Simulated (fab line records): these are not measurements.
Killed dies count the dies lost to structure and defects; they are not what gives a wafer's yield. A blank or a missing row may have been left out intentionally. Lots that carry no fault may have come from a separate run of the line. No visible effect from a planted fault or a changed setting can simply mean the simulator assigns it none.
Matching of chambers | flow nand harc | NHARC_A_CHANNEL_FILL_D1_ALD_16 on ald hk-04 has 4 sister chambers
The step deposits SiO2, target thk 1.5 nm, pulse time 10 s, ald cycles 15. 4 wafers are shown with their chamber, then 11 later ones without.

## WAFERS, EACH WITH ITS CHAMBER
wafer  | chamber | heater power w (W)
L089.1 | 0       | 465
L089.4 | 3       | 521
L089.6 | 2       | 432
L090.1 | 1       | 450

## WAFERS WITH NO CHAMBER GIVEN
wafer  | heater power w (W)
L090.3 | 515
L090.6 | 449
L095.1 | 436
L095.2 | 451
L095.6 | 537
L096.4 | 458
L096.5 | 418
L096.6 | 529
L097.2 | 439
L097.5 | 441
L097.6 | 438

## CHAMBER TAKEN BY EACH
wafer  | from the rows above          | in truth
L090.3 | 3                            | 3
L090.6 | can't be placed: 1 or 0 or 2 | 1
L095.1 | can't be placed: 2 or 1      | 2
L095.2 | can't be placed: 1 or 0      | 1
L095.6 | 3                            | 3
L096.4 | can't be placed: 0 or 1      | 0
L096.5 | 2                            | 2
L096.6 | 3                            | 3
L097.2 | can't be placed: 2 or 1      | 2
L097.5 | can't be placed: 1 or 2 or 0 | 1
L097.6 | can't be placed: 2 or 1      | 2
Correctly placed: 4 of 11. Unplaceable from these rows: 7, with the true chamber sitting among the candidates in 7. Number placed wrongly: 0.
How it was worked out, from the rows above alone: a wafer's distance from a chamber is the root of the sum, over the readings, of the square of ((its reading less the chamber's mean) divided by the reading's scatter). The wafer belongs to the nearest chamber; if the next one is less than 2 further off, it can't be placed. The mean given for a chamber averages the wafers shown for that chamber. The scatter (one wafer shown for each chamber): square how far every hidden wafer sits from the nearest shown wafer, average those squares and take the square root.
